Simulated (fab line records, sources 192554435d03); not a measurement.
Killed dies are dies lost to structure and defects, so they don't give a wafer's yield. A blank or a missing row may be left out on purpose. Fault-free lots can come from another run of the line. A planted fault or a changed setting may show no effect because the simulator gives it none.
Which tool did it?	flow n5Finfet	Sampling: 24 lots, 72 wafers, 6 of 1938 route steps

== WHAT THE GAUGES READ, wafer by wafer ==
N5_BEOL_M12_THK_MEAS_50: measures by xrf. Usual: M12_THK 314 nm, standard deviation 6.
lot	measured	on	M12_THK (nm)	flag
L076	day 11 12:02	filmMetro-02	316 316 308	
L074	day 11 14:39	filmMetro-01	310 315 308	
L075	day 11 15:50	filmMetro-01	317 318 307	
L077	day 12 05:37	filmMetro-01	297 313 299	
L078	day 12 14:01	filmMetro-01	309 315 316	
L079	day 12 14:15	filmMetro-01	313 306 323	
L080	day 12 15:20	filmMetro-01	318 316 318	
L081	day 13 04:53	filmMetro-02	316 315 321	
L083	day 13 12:26	filmMetro-02	324 311 315	
L084	day 13 17:32	filmMetro-01	304 311 321	
L082	day 13 18:24	filmMetro-01	310 310 313	
L085	day 13 23:20	filmMetro-02	312 309 310	
L086	day 14 02:51	filmMetro-01	325 318 325	
L087	day 14 08:17	filmMetro-01	309 316 304	
L089	day 14 12:02	filmMetro-02	311 311 315	
L088	day 14 23:53	filmMetro-01	329 320 317	
L092	day 15 04:12	filmMetro-02	327 318 314	
L091	day 15 04:53	filmMetro-01	315 311 319	
L090	day 15 05:09	filmMetro-02	315 306 305	
L093	day 15 11:25	filmMetro-01	315 325 317	
L094	day 16 03:42	filmMetro-02	315 314 308	
L095	day 16 06:16	filmMetro-01	308 316 312	
L096	day 16 15:52	filmMetro-02	322 320 316	
L097	day 16 19:37	filmMetro-02	316 308 315	

N5_BEOL_M13_OCD_MEAS_35. Usual: 416 nm for trenchDepthNm, sd 5.9.
lot	measured	on	trenchDepthNm (nm)	flag
L076	day 11 14:25	ocd-02	416 412 414	
L074	day 11 17:02	ocd-02	418 411 410	
L075	day 11 18:20	ocd-01	425 424 400	
L077	day 12 08:33	ocd-01	417 418 419	
L078	day 12 16:24	ocd-02	411 398 416	
L079	day 12 16:45	ocd-01	425 418 415	
L080	day 12 17:50	ocd-02	420 413 415	
L081	day 13 07:34	ocd-02	419 414 414	
L083	day 13 14:43	ocd-02	418 419 417	
L084	day 13 20:26	ocd-01	410 423 421	
L082	day 13 20:40	ocd-01	411 427 414	
L085	day 14 01:49	ocd-01	408 415 408	
L086	day 14 05:38	ocd-01	415 418 415	
L087	day 14 10:53	ocd-01	415 414 416	
L089	day 14 14:59	ocd-01	425 417 409	
L088	day 15 02:22	ocd-01	417 420 414	
L092	day 15 06:40	ocd-01	420 408 407	
L091	day 15 07:21	ocd-02	419 419 421	
L090	day 15 07:40	ocd-02	418 428 427	
L093	day 15 13:55	ocd-02	422 422 426	
L094	day 16 06:30	ocd-02	416 420 418	
L095	day 16 08:44	ocd-02	414 408 428	
L096	day 16 18:22	ocd-02	421 418 429	
L097	day 16 22:07	ocd-01	426 415 417	

N5_BEOL_M14_THK_MEAS_01. Usual: M14_ILD_THK 1120 nm, standard deviation 17.
lot	measured	on	M14_ILD_THK (nm)	flag
L076	day 11 21:11	filmMetro-02	1100 1114 1107	
L074	day 11 21:24	filmMetro-01	1105 1106 1127	
L075	day 11 23:17	filmMetro-02	1119 1140 1142	
L077	day 12 12:08	filmMetro-02	1097 1126 1105	
L078	day 12 20:26	filmMetro-02	1097 1101 1134	
L079	day 12 22:53	filmMetro-01	1116 1132 1129	
L080	day 12 23:34	filmMetro-02	1129 1143 1147	
L081	day 13 09:44	filmMetro-02	1096 1125 1111	
L083	day 13 17:27	filmMetro-01	1125 1128 1143	
L084	day 14 02:19	filmMetro-02	1090 1104 1117	
L082	day 14 03:32	filmMetro-01	1089 1107 1125	
L085	day 14 03:48	filmMetro-01	1135 1123 1172	
L086	day 14 07:52	filmMetro-01	1120 1098 1136	
L087	day 14 14:31	filmMetro-02	1138 1124 1138	
L089	day 14 20:40	filmMetro-02	1109 1128 1108	
L088	day 15 05:49	filmMetro-02	1125 1128 1118	
L092	day 15 08:38	filmMetro-01	1099 1089 1112	
L091	day 15 12:55	filmMetro-01	1118 1123 1138	
L090	day 15 13:16	filmMetro-02	1099 1102 1109	
L093	day 15 16:58	filmMetro-01	1114 1108 1123	
L094	day 16 09:53	filmMetro-01	1127 1135 1148	
L095	day 16 17:25	filmMetro-02	1120 1121 1131	
L096	day 16 20:32	filmMetro-02	1105 1119 1119	
L097	day 17 00:52	filmMetro-01	1097 1128 1118	

== TOOL THAT RAN EACH LOT (tool first, then ch and the chambers of the sampled wafers, then the start) ==
lot	N5_BEOL_M13_VIA_ETCH_16	N5_BEOL_M13_STRIP_37	N5_BEOL_M13_DEP_53
L076	rieDiel-04 ch 0,2,3, day 11 12:59	plasmaAsher-02 ch 0,1, day 11 14:27	pecvd-02 ch 0,1,2, day 11 20:52
L074	rieDiel-06 ch 1,2, day 11 15:36	plasmaAsher-01 ch 0,1, day 11 17:04	pecvd-02 ch 1,2, day 11 21:05
L075	rieDiel-02 ch 0,2, day 11 16:46	plasmaAsher-01 ch 0,1, day 11 18:23	pecvd-02 ch 0,1,2, day 11 22:57
L077	rieDiel-04 ch 0,2,3, day 12 06:52	plasmaAsher-02 ch 0,1, day 12 08:35	pecvd-02 ch 0,2, day 12 11:48
L078	rieDiel-02 ch 1,2,3, day 12 14:58	plasmaAsher-02 ch 0,1, day 12 16:28	pecvd-02 ch 0,1,2, day 12 20:07
L079	rieDiel-06 ch 0,2,3, day 12 15:11	plasmaAsher-02 ch 0,1, day 12 16:47	pecvd-03 ch 0,2, day 12 22:34
L080	rieDiel-02 ch 1,2, day 12 16:16	plasmaAsher-02 ch 0,1, day 12 17:52	pecvd-02 ch 0,2, day 12 23:14
L081	rieDiel-04 ch 0,2,3, day 13 05:50	plasmaAsher-02 ch 0,1, day 13 07:36	pecvd-02 ch 0,2, day 13 09:25
L083	rieDiel-04 ch 0,2,3, day 13 13:16	plasmaAsher-01 ch 0,1, day 13 14:46	pecvd-02 ch 1,2, day 13 17:08
L084	rieDiel-06 ch 0,1,2, day 13 18:53	plasmaAsher-02 ch 0,1, day 13 20:29	pecvd-04 ch 0,1, day 14 02:00
L082	rieDiel-02 ch 0,3, day 13 19:13	plasmaAsher-01 ch 0,1, day 13 20:41	pecvd-04 ch 0,1, day 14 03:13
L085	rieDiel-04 ch 0,1,3, day 14 00:17	plasmaAsher-02 ch 0,1, day 14 01:51	pecvd-03 ch 1,2, day 14 03:29
L086	rieDiel-04 ch 1,2,3, day 14 03:47	plasmaAsher-02 ch 0, day 14 05:40	pecvd-03 ch 0, day 14 07:32
L087	rieDiel-06 ch 1,2,3, day 14 09:16	plasmaAsher-01 ch 0,1, day 14 10:56	pecvd-03 ch 1,2, day 14 14:11
L089	rieDiel-06 ch 0,1,2, day 14 13:27	plasmaAsher-01 ch 0,1, day 14 15:02	pecvd-04 ch 0,1,2, day 14 20:21
L088	rieDiel-06 ch 0,1,3, day 15 00:49	plasmaAsher-02 ch 0,1, day 15 02:24	pecvd-04 ch 0,1,2, day 15 05:30
L092	rieDiel-04 ch 1,2,3, day 15 05:10	plasmaAsher-02 ch 0,1, day 15 06:43	pecvd-02 ch 0,2, day 15 08:19
L091	rieDiel-02 ch 0,2,3, day 15 05:44	plasmaAsher-02 ch 0, day 15 07:23	pecvd-03 ch 1,2, day 15 12:35
L090	rieDiel-04 ch 0,1, day 15 06:06	plasmaAsher-02 ch 0,1, day 15 07:41	pecvd-02 ch 0,1,2, day 15 12:56
L093	rieDiel-02 ch 0,2,3, day 15 12:21	plasmaAsher-02 ch 0,1, day 15 13:57	pecvd-03 ch 0,1,2, day 15 16:39
L094	rieDiel-02 ch 2,3, day 16 04:40	plasmaAsher-01 ch 0,1, day 16 06:32	pecvd-02 ch 0,1, day 16 09:29
L095	rieDiel-04 ch 0,1,2, day 16 07:05	plasmaAsher-02 ch 0,1, day 16 08:47	pecvd-02 ch 0,2, day 16 17:05
L096	rieDiel-06 ch 0,2,3, day 16 16:48	plasmaAsher-02 ch 0,1, day 16 18:25	pecvd-03 ch 1,2, day 16 20:13
L097	rieDiel-06 ch 0,1,2, day 16 20:34	plasmaAsher-01 ch 0,1, day 16 22:10	pecvd-04 ch 0,1, day 17 00:32
- N5_BEOL_M13_VIA_ETCH_16: etches SiOC in C4F8/O2/Ar, target depth 921.7 nm.
- N5_BEOL_M13_STRIP_37: strips in N2/H2.
- N5_BEOL_M13_DEP_53: deposits SiCN from 3MS/NH3, target thk 50 nm, time 17.8 s.

== WHAT THE TOOLS THEMSELVES READ (means of the sampled wafers that have a number; where no wafer has one, the mark that the record gives instead) ==
N5_BEOL_M13_VIA_ETCH_16. Usual: C4F8_flow_sccm 15.00 sccm, standard deviation 0.042; drypumpMotorCurrentA 5.4 A, standard deviation 0.45; oesProductAu 0.75 a.u., standard deviation 0.082; rfVppV 667 V, standard deviation 3.1; showerheadPlenumPTorr 3.47 Torr, standard deviation 0.11; throttleValvePct 24.12 %, standard deviation 0.26.
lot	tool	C4F8_flow_sccm (sccm)	drypumpMotorCurrentA (A)	oesProductAu (a.u.)	rfVppV (V)	showerheadPlenumPTorr (Torr)	throttleValvePct (%)	flag
L076	rieDiel-04	14.99	5.5	0.74	667	3.48	24.19	
L074	rieDiel-06	14.98	5.4	0.79	666	3.44	24.15	
L075	rieDiel-02	14.98	5.7	0.74	669	3.57	24.11	
L077	rieDiel-04	15.02	5.6	0.73	667	3.48	24.18	
L078	rieDiel-02	14.98	5.8	0.75	669	3.56	24.17	
L079	rieDiel-06	14.99	4.7	0.69	667	3.45	24.26	
L080	rieDiel-02	15.04	5.8	0.76	670	3.61	24.04	
L081	rieDiel-04	15.02	5.6	0.72	668	3.47	24.20	
L083	rieDiel-04	15.00	5.5	0.73	668	3.47	24.19	
L084	rieDiel-06	14.95	5.1	0.72	666	3.39	24.24	
L082	rieDiel-02	15.04	5.9	0.78	670	3.54	23.98	
L085	rieDiel-04	15.00	5.6	0.69	666	3.44	24.24	
L086	rieDiel-04	15.00	5.5	0.68	667	3.44	24.25	
L087	rieDiel-06	14.97	5.1	0.80	667	3.48	24.06	
L089	rieDiel-06	14.96	5.1	0.72	664	3.39	24.25	
L088	rieDiel-06	14.98	5.1	0.75	663	3.35	24.11	
L092	rieDiel-04	15.01	5.5	0.74	666	3.43	24.14	
L091	rieDiel-02	15.04	5.7	0.80	668	3.52	24.13	
L090	rieDiel-04	14.98	5.5	0.73	666	3.42	23.98	
L093	rieDiel-02	15.01	5.7	0.79	669	3.52	24.13	
L094	rieDiel-02	15.05	5.6	0.82	668	3.50	24.28	
L095	rieDiel-04	15.01	5.4	0.70	666	3.42	23.97	
L096	rieDiel-06	14.97	4.7	0.83	670	3.57	24.04	
L097	rieDiel-06	15.02	5.1	0.79	669	3.51	24.15	

N5_BEOL_M13_STRIP_37. Usual: drypumpMotorCurrentA 6.1 A, standard deviation 0.47; h2FlowSccm 3249 sccm, standard deviation 11; heaterPowerW 346 W, standard deviation 28; oesProductAu 0.783 a.u., standard deviation 0.011.
lot	tool	drypumpMotorCurrentA (A)	h2FlowSccm (sccm)	heaterPowerW (W)	oesProductAu (a.u.)	flag
L076	plasmaAsher-02	6.2	3246	359	0.782	
L074	plasmaAsher-01	6.3	3246	304	0.776	
L075	plasmaAsher-01	6.3	3245	308	0.784	
L077	plasmaAsher-02	5.9	3251	367	0.789	
L078	plasmaAsher-02	5.9	3250	367	0.783	
L079	plasmaAsher-02	5.8	3255	362	0.778	
L080	plasmaAsher-02	5.9	3244	365	0.783	
L081	plasmaAsher-02	5.8	3249	364	0.774	
L083	plasmaAsher-01	6.4	3251	311	0.788	
L084	plasmaAsher-02	5.8	3247	359	0.772	
L082	plasmaAsher-01	6.3	3262	325	0.786	
L085	plasmaAsher-02	5.8	3244	372	0.786	
L086	plasmaAsher-02	6.5	3246	357	0.786	
L087	plasmaAsher-01	6.3	3243	324	0.782	
L089	plasmaAsher-01	6.4	3265	304	0.786	
L088	plasmaAsher-02	6.2	3252	360	0.785	
L092	plasmaAsher-02	6.1	3245	358	0.795	
L091	plasmaAsher-02	6.5	3247	354	0.787	
L090	plasmaAsher-02	5.9	3249	363	0.781	
L093	plasmaAsher-02	6.2	3243	364	0.774	
L094	plasmaAsher-01	6.3	3231	321	0.791	
L095	plasmaAsher-02	5.9	3241	370	0.780	
L096	plasmaAsher-02	6.1	3256	359	0.779	
L097	plasmaAsher-01	6.3	3251	308	0.786	

N5_BEOL_M13_DEP_53. Usual: showerheadPlenumPTorr 4.169 Torr, standard deviation 0.02; throttleValvePct 18.2 %, standard deviation 1.
lot	tool	showerheadPlenumPTorr (Torr)	throttleValvePct (%)	flag
L076	pecvd-02	4.171	18.4	
L074	pecvd-02	4.180	17.8	
L075	pecvd-02	4.173	18.4	
L077	pecvd-02	4.167	19.3	
L078	pecvd-02	4.170	18.2	
L079	pecvd-03	4.125	17.0	
L080	pecvd-02	4.161	19.3	
L081	pecvd-02	4.172	18.9	
L083	pecvd-02	4.182	17.4	
L084	pecvd-04	4.172	18.4	
L082	pecvd-04	4.171	18.5	
L085	pecvd-03	4.128	17.1	
L086	pecvd-03	4.177	18.3	
L087	pecvd-03	4.158	17.7	
L089	pecvd-04	4.182	18.1	
L088	pecvd-04	4.177	18.2	
L092	pecvd-02	4.172	19.1	
L091	pecvd-03	4.135	17.2	
L090	pecvd-02	4.172	18.4	
L093	pecvd-03	4.152	17.8	
L094	pecvd-02	4.172	17.8	
L095	pecvd-02	4.170	19.3	
L096	pecvd-03	4.132	17.1	
L097	pecvd-04	4.175	18.9	

== THE ANSWER, worked out from the rows above alone ==
Rule: a lot is off if the mean of its wafers that have a number lies more than 3 standard deviations from the usual mean. Also off: a lot with no number at a reading for which 4 or more lots have one. The other lots that the step has rows for count as sound. The gauges are gone through in route order, then the tools' own readings, and for those a lot's mean is taken as printed above. At the first step where some lot is off, the reading lying furthest off is the one used; lots without a number count as furthest.
No lot is off at any reading shown: from this, nothing can be told.

== WHAT THE SIMULATOR PUT IN ==
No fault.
